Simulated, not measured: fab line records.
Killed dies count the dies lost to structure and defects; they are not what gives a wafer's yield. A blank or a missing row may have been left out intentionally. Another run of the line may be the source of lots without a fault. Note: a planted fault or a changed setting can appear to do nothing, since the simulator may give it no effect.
Struck lot and sound lot, side by side	flow nand-harc	14 out of 1302 route steps
Sound: these wafers, L980.1, L980.3, L980.4. Wafers L986.3, L986.4, L986.5 were the ones struck. The cause comes at the end.
Per side, at each step with rows, come the tool, then ch with its chambers, and then its first start. Under that, the readings that differ: sound wafers	struck wafers	difference of the means	sigmas: that difference in standard deviations of wafers without a fault.
alike: readings whose means differ by less than 2 such deviations, and words and numbers that are the same on both sides. not compared: withheld readings, readings that some wafer has no value for, bounds like >300 that may hide the same value, and numbers for which the record gives no deviation and whose values overlap.
Wherever a step has rows on one side only, a row that says differs or no value, or a row with sigmas, the two part there. Numbers that have no deviation but don't overlap get no sigmas and don't part them. A reading that every wafer of one side lacks parts them only if that side has two wafers or more.

first, 6 steps without rows for these wafers: NHARC_A_STAIRCASE_SOFTBAKE_212 (time 170 s); NHARC_A_STAIRCASE_EBR_213; NHARC_A_STAIRCASE_EXPOSE_214 (exposes mask STAIR 3); NHARC_A_STAIRCASE_PEB_215 (peb time 130 s); NHARC_A_STAIRCASE_DEVELOP_216 (time 140 s); NHARC_A_STAIRCASE_HARDBAKE_218 (time 140 s).
NHARC_A_STAIRCASE_DESCUM_219: chemistry O2, time 3 s.
  sound on rie-diel-02 ch 0,1,2, day 17 22:23; struck on rie-diel-02 ch 0,1,2, day 20 09:01
  alike: drypump-motor-current-A, oes-product-au, rf-vpp-V, showerhead-plenum-p-Torr, throttle-valve-pct
  not compared: rf-hours-counter-h
NHARC_A_STAIRCASE_TRIM_220: chemistry O2, time 211.2 s.
  sound on rie-diel-02 ch 0,2,3, day 17 22:29; struck on rie-diel-02 ch 0,1,2, day 20 09:10
  alike: chamber-pressure-mTorr, drypump-motor-current-A, oes-product-au, rf-vpp-V, showerhead-plenum-p-Torr, throttle-valve-pct
  not compared: rf-hours-counter-h
NHARC_A_STAIRCASE_ETCH_221: etches the open film in C4F8/O2, target depth 100 nm, time 40.5 s.
  sound: rie-diel-02 ch 1,2,3; struck: rie-diel-02 ch 1,2
  alike: bias-w, oes-product-au, rf-vpp-V
  not compared: rf-hours-counter-h
then, 1 step without rows for these wafers: NHARC_A_STAIRCASE_TRIM_222 (chemistry O2, time 211.2 s).
NHARC_A_STAIRCASE_ETCH_223: etches the open film in C4F8/O2, target depth 100 nm, time 40.5 s.
  sound: rie-diel-02 ch 0,1,2; struck: rie-diel-02 ch 0,1,2
  alike: bias-w, oes-product-au, rf-vpp-V
  not compared: rf-hours-counter-h
NHARC_A_STAIRCASE_TRIM_224: chemistry O2, time 211.2 s.
  sound on rie-diel-02 ch 0,1,2, day 17 22:56; struck on rie-diel-02 ch 1,2, day 20 09:40
  no value came back on the struck wafers for any of 8 readings (bias-w (W), chamber-pressure-mTorr (mTorr) and others); on the sound wafers bias-w (W) reads 0 0 0
NHARC_A_STAIRCASE_ETCH_225: etches the open film in C4F8/O2, target depth 100 nm, time 40.5 s.
  sound: rie-diel-02 ch 0,2,3; struck: rie-diel-02 ch 0,1
  alike: bias-w, oes-product-au, rf-vpp-V
  not compared: rf-hours-counter-h
-- record jumps: 8 days between struck wafers' starts before vs after; left off in module A_STAIRCASE, resumes in module END, first step shown is number 1302 of the route --
NHARC_END_SORT_01:
  only the struck wafers appear in the record here, on prober-01 ch 0 at day 28 17:46; the sound ones have no rows

== WHERE THEY PART ==
Earliest at NHARC_A_STAIRCASE_TRIM_224; latest, in this record, at NHARC_END_SORT_01.

WHY: whatever the simulator had introduced
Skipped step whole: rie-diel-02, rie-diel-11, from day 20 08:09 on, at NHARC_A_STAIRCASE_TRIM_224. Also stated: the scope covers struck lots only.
